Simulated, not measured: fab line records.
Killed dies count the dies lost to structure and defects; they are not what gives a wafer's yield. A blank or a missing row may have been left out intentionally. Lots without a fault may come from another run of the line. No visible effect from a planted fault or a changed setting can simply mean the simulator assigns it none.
Split-lot experiment	flow n5 finfet	route with 1938 steps; 7 lots, 21 wafers read

== THE SPLIT ==
At N5_SD_EPI_N_DESCUM_14 (chemistry O2, time 7.9 s), the setting time s was moved away from the recipe's 7.9 s on 5 of the 21 wafers read, by -16.3% to -7.5%. For the rest of the wafers, this setting stayed at what the recipe calls for.

The reading is taken at the split's own step.

== THE READING ==
CAR-ArF-block_of_SD_EPI_N_COAT_03.thk nm (the simulator's own value, which no gauge read), in nm, at N5_SD_EPI_N_DESCUM_14 (chemistry O2, time 7.9 s). There is no usual value for it anywhere in the file. Across the 16 wafers here that went through the recipe, the average is 143.6 nm and the standard deviation 0.33 nm.

wafer	tool, chamber at the split	time s as run, s	against the recipe	CAR-ArF-block_of_SD_EPI_N_COAT_03.thk nm, nm	against lot-mates on the recipe
L074.2	rie diel-06, 3	7.9	recipe	143.6	-
L074.4	rie diel-06, 1	7.075	-10.4%	144.2	+0.6
L074.6	rie diel-06, 3	7.9	recipe	143.6	-
L075.2	rie diel-01, 0	7.9	recipe	143.8	-
L075.4	rie diel-01, 1	7.231	-8.5%	143.8	+0.2
L075.6	rie diel-01, 2	7.9	recipe	143.4	-
L082.3	rie diel-01, 1	7.9	recipe	143.6	-
L082.4	rie diel-01, 2	7.306	-7.5%	144.4	+1.0
L082.6	rie diel-01, 1	7.9	recipe	143.2	-
L084.3	rie diel-06, 2	7.9	recipe	144	-
L084.4	rie diel-06, 0	6.756	-14.5%	145.4	+1.3
L084.6	rie diel-06, 2	7.9	recipe	144.2	-
L086.1	rie diel-06, 2	7.9	recipe	143.8	-
L086.2	rie diel-06, 1	7.9	recipe	143.8	-
L086.6	rie diel-06, 0	7.9	recipe	143.2	-
L093.1	rie diel-06, 1	7.9	recipe	143.2	-
L093.2	rie diel-06, 2	7.9	recipe	143.8	-
L093.4	rie diel-06, 0	7.9	recipe	143.8	-
L095.1	rie diel-01, 2	7.9	recipe	143.2	-
L095.4	rie diel-01, 1	7.9	recipe	143	-
L095.6	rie diel-01, 0	6.613	-16.3%	144.4	+1.3

FIT RESULTS
A straight line over all 21 wafers: CAR-ArF-block_of_SD_EPI_N_COAT_03.thk nm changes by -0.0768 nm for each +1% of time s; r = -0.74; the points scatter about the line by 0.38 nm.
The same after taking each lot's own level away (the mean of its wafers on the recipe; 21 wafers): -0.0781 nm for each +1%; r = -0.87; scatter 0.24 nm.
According to that fit, moving time s by its largest amount changes the reading by 1.3 nm.
The lots' own levels span 143.10 to 144.10 nm, that is 3.0 times the standard deviation above.
So the lot-to-lot level blurs the effect unless lot-mates are compared.
Check: for one of the wafers moved furthest among these (-16.3%), held out of the fit, the line's prediction against its lot-mates is +1.25 nm. Against them it came out at +1.3 nm.

== THE OTHER SPLITS THESE WAFERS WENT THROUGH ==
Note: prior to the reading, these wafers also went through further splits. Each is held against what the fit with the lots' levels taken away leaves over:
other split on the same wafers	wafers away from the commonest value	r with CAR-ArF-block_of_SD_EPI_N_COAT_03.thk nm (lot level and that fit taken away)
N5_PMOS_HMC_CHANNEL_EPI_PEB_07 peb temp c	6	-0.02
N5_PMOS_HMC_CHANNEL_EPI_DEVELOP_08 develop time s	4	-0.53
N5_FIN_SAQP_PECVD_06 time s	9	-0.01
N5_FIN_SAQP_DEVELOP_15 develop time s	8	-0.19
N5_FIN_CUT_CUT_ETCH_15 time s	7	-0.03
N5_SD_EPI_N_EXPOSE_06 dose mj	8	+0.06

== THE FILE'S OWN FIT ==
CAR-ArF-block_of_SD_EPI_N_COAT_03.thk nm changes by -0.0779 nm for each +1% of time s, r = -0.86.
